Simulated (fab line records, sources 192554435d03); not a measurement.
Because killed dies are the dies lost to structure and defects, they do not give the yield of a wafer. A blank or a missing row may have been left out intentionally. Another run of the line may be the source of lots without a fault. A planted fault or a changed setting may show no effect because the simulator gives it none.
Which of the tools did it? | flow n5-finfet | 60 wafers from 20 lots sampled at 2 of the route's 1938 steps

WHAT THE GAUGES READ, wafer by wafer
N5_GATE_CUT_INSPECT_15: inspects for defects (brightfield). Usual: 130 for raw-defect-count, sd 39.
lot  | measured     | on                | raw-defect-count | flag
L074 | day 4 15:46  | defect-inspect-02 | 115 157 143      |
L075 | day 4 22:22  | defect-inspect-01 | 144 218 180      |
L076 | day 5 07:53  | defect-inspect-01 | 109 152 151      |
L077 | day 5 13:48  | defect-inspect-01 | 90 129 86        |
L078 | day 5 17:11  | defect-inspect-02 | 190 90 113       |
L079 | day 5 18:30  | defect-inspect-02 | 150 141 274      |
L081 | day 6 04:07  | defect-inspect-02 | 105 122 103      |
L082 | day 6 09:38  | defect-inspect-01 | 122 105 101      |
L084 | day 7 02:55  | defect-inspect-02 | 130 176 59       |
L086 | day 7 15:35  | defect-inspect-01 | 66 108 81        |
L087 | day 7 19:05  | defect-inspect-01 | 95 118 100       |
L088 | day 8 01:31  | defect-inspect-02 | 166 124 177      |
L089 | day 8 07:03  | defect-inspect-02 | 123 137 193      |
L090 | day 8 10:04  | defect-inspect-01 | 141 184 120      |
L091 | day 8 15:56  | defect-inspect-02 | 108 149 101      |
L092 | day 8 23:59  | defect-inspect-02 | 156 102 140      |
L094 | day 9 12:58  | defect-inspect-01 | 84 134 76        |
L095 | day 9 19:44  | defect-inspect-02 | 108 154 225      |
L096 | day 9 23:52  | defect-inspect-01 | 130 178 218      |
L097 | day 10 06:13 | defect-inspect-01 | 172 101 136      |

TOOL THAT RAN EACH LOT (tool first, then ch and the chambers of the sampled wafers, then the start)
lot  | N5_HKMG_FIN_DESCUM_17
L074 | rie-diel-06 ch 0,2,3, day 4 07:43
L075 | rie-diel-02 ch 1,2,3, day 4 14:08
L076 | rie-diel-06 ch 0,2,3, day 4 22:31
L077 | rie-diel-06 ch 0,1,2, day 5 05:32
L078 | rie-diel-06 ch 0,2,3, day 5 08:53
L079 | rie-diel-02 ch 0,1,3, day 5 10:19
L081 | rie-diel-02 ch 1,2, day 5 19:59
L082 | rie-diel-02 ch 2,3, day 6 01:26
L084 | rie-diel-06 ch 0,2,3, day 6 17:47
L086 | rie-diel-02 ch 1,2,3, day 7 07:24
L087 | rie-diel-02 ch 0,2,3, day 7 10:50
L088 | rie-diel-06 ch 0,1, day 7 16:59
L089 | rie-diel-02 ch 0,2,3, day 7 22:03
L090 | rie-diel-02 ch 2,3, day 8 01:43
L091 | rie-diel-05 ch 0,2,3, day 8 07:38
L092 | rie-diel-05 ch 0,1, day 8 15:40
L094 | rie-diel-06 ch 0,2, day 9 04:48
L095 | rie-diel-02 ch 1,2,3, day 9 11:20
L096 | rie-diel-02 ch 2,3, day 9 15:33
L097 | rie-diel-05 ch 0,1,2, day 9 21:52
- N5_HKMG_FIN_DESCUM_17: chemistry O2, time 7.9 s.

AS READ BY THE TOOLS THEMSELVES (means over the sampled wafers that have a number; for cases with no such wafer, the mark the record gives instead)
N5_HKMG_FIN_DESCUM_17. Usual: drypump-motor-current-A 5.5 A, standard deviation 0.51; oes-product-au 0.78 a.u., standard deviation 0.096; rf-vpp-V 243.7 V, standard deviation 1; showerhead-plenum-p-Torr 2.13 Torr, standard deviation 0.056; throttle-valve-pct 20.5 %, standard deviation 0.35.
lot  | tool        | drypump-motor-current-A (A) | oes-product-au (a.u.) | rf-vpp-V (V) | showerhead-plenum-p-Torr (Torr) | throttle-valve-pct (%) | flag
L074 | rie-diel-06 | 5.1                         | 0.83                  | 243.2        | 2.12                            | 20.3                   |
L075 | rie-diel-02 | 5.4                         | 0.74                  | 244.2        | 2.16                            | 20.7                   |
L076 | rie-diel-06 | 5.2                         | 0.82                  | 243.9        | 2.12                            | 20.3                   |
L077 | rie-diel-06 | 5.7                         | 0.77                  | 244.0        | 2.15                            | 20.3                   |
L078 | rie-diel-06 | 5.2                         | 0.81                  | 244.5        | 2.12                            | 20.3                   |
L079 | rie-diel-02 | 5.7                         | 0.74                  | 243.6        | 2.16                            | 20.8                   |
L081 | rie-diel-02 | 5.3                         | 0.74                  | 243.7        | 2.16                            | 20.7                   |
L082 | rie-diel-02 | 5.2                         | 0.70                  | 244.8        | 2.18                            | 20.7                   |
L084 | rie-diel-06 | 5.2                         | 0.79                  | 244.3        | 2.12                            | 20.3                   |
L086 | rie-diel-02 | 5.4                         | 0.71                  | 243.8        | 2.15                            | 20.7                   |
L087 | rie-diel-02 | 5.5                         | 0.69                  | 244.2        | 2.17                            | 20.8                   |
L088 | rie-diel-06 | 6.1                         | 0.83                  | 244.2        | 2.13                            | 20.1                   |
L089 | rie-diel-02 | 5.5                         | 0.68                  | 244.3        | 2.17                            | 20.8                   |
L090 | rie-diel-02 | 5.2                         | 0.69                  | 244.2        | 2.17                            | 20.7                   |
L091 | rie-diel-05 | 5.9                         | 0.79                  | 243.0        | 2.06                            | 20.3                   |
L092 | rie-diel-05 | 5.4                         | 0.74                  | 242.8        | 2.05                            | 20.2                   |
L094 | rie-diel-06 | 5.3                         | 0.83                  | 244.8        | 2.14                            | 20.4                   |
L095 | rie-diel-02 | 5.4                         | 0.81                  | 243.8        | 2.15                            | 20.7                   |
L096 | rie-diel-02 | 5.2                         | 0.78                  | 244.6        | 2.17                            | 20.6                   |
L097 | rie-diel-05 | 5.7                         | 0.78                  | 242.7        | 2.03                            | 20.2                   |

THE ANSWER, worked out from the rows above alone
Rule: a lot counts as off when the mean over its wafers that have a number is more than 3 standard deviations away from the usual mean. Also off: a lot with no number at a reading for which 4 or more lots have one. Where the step has rows for the other lots, those lots are counted as sound. The gauges are gone through in route order, then the tools' own readings, and for those a lot's mean is taken as printed above. At the first step where some lot is off, the reading lying furthest off is the one used; lots without a number count as furthest.
Across all readings shown, no lot is off: no conclusion can be drawn from this.

WHAT HAD BEEN PUT IN BY THE SIMULATOR
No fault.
